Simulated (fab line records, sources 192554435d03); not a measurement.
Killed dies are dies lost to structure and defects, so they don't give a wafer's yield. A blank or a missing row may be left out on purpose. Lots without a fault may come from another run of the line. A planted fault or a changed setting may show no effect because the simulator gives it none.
Chamber matching | flow n5_finfet | N5_BEOL_M4_ILD_DEP_00 on pecvd-01: 3 sister chambers
The step deposits SiOC from DEMS/O2, target thk 79 nm, time 15.3 s. 6 wafers are shown with their chamber, then 9 later ones without.

WAFERS WITH THEIR CHAMBER
wafer  | chamber | throttle_valve_pct (%) | showerhead_plenum_p_Torr (Torr)
L088.1 | 1       | 13.3                   | 5.717
L087.5 | 1       | 13.5                   | 5.720
L087.6 | 0       | 12.7                   | 5.677
L090.1 | 2       | 11.8                   | 5.703
L090.4 | 0       | 12.4                   | 5.678
L090.6 | 2       | 11.9                   | 5.705

WAFERS WITHOUT THEIR CHAMBER
wafer  | throttle_valve_pct (%) | showerhead_plenum_p_Torr (Torr)
L091.1 | 13.5                   | 5.713
L091.2 | 11.8                   | 5.704
L091.4 | 13.7                   | 5.715
L095.1 | 13.5                   | 5.711
L095.3 | 13.6                   | 5.697
L095.6 | 13.3                   | 5.713
L096.1 | 12.8                   | 5.678
L096.2 | 12.0                   | 5.708
L096.4 | 11.8                   | 5.718

WHICH CHAMBER EACH WENT THROUGH
wafer  | from the rows above     | in truth
L091.1 | 1                       | 1
L091.2 | 2                       | 2
L091.4 | 1                       | 1
L095.1 | 1                       | 1
L095.3 | can't be placed: 2 or 1 | 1
L095.6 | 1                       | 1
L096.1 | 0                       | 0
L096.2 | 2                       | 2
L096.4 | can't be placed: 2 or 1 | 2
Placed correctly: 7 of 9. Can't be placed from these rows: 2 (the true chamber is among the candidates in 2). Placed wrongly: 0.
How it was worked out, from the rows above alone: a wafer's distance from a chamber is the root of the sum, over the readings, of the square of ((its reading less the chamber's mean) divided by the reading's scatter). The wafer belongs to the nearest chamber; if the next one is less than 2 further off, it can't be placed. A chamber's mean is the mean of its shown wafers. The scatter: the root of (the sum of the squares of (reading less its chamber's mean) over the shown wafers, divided by (wafers less chambers)).
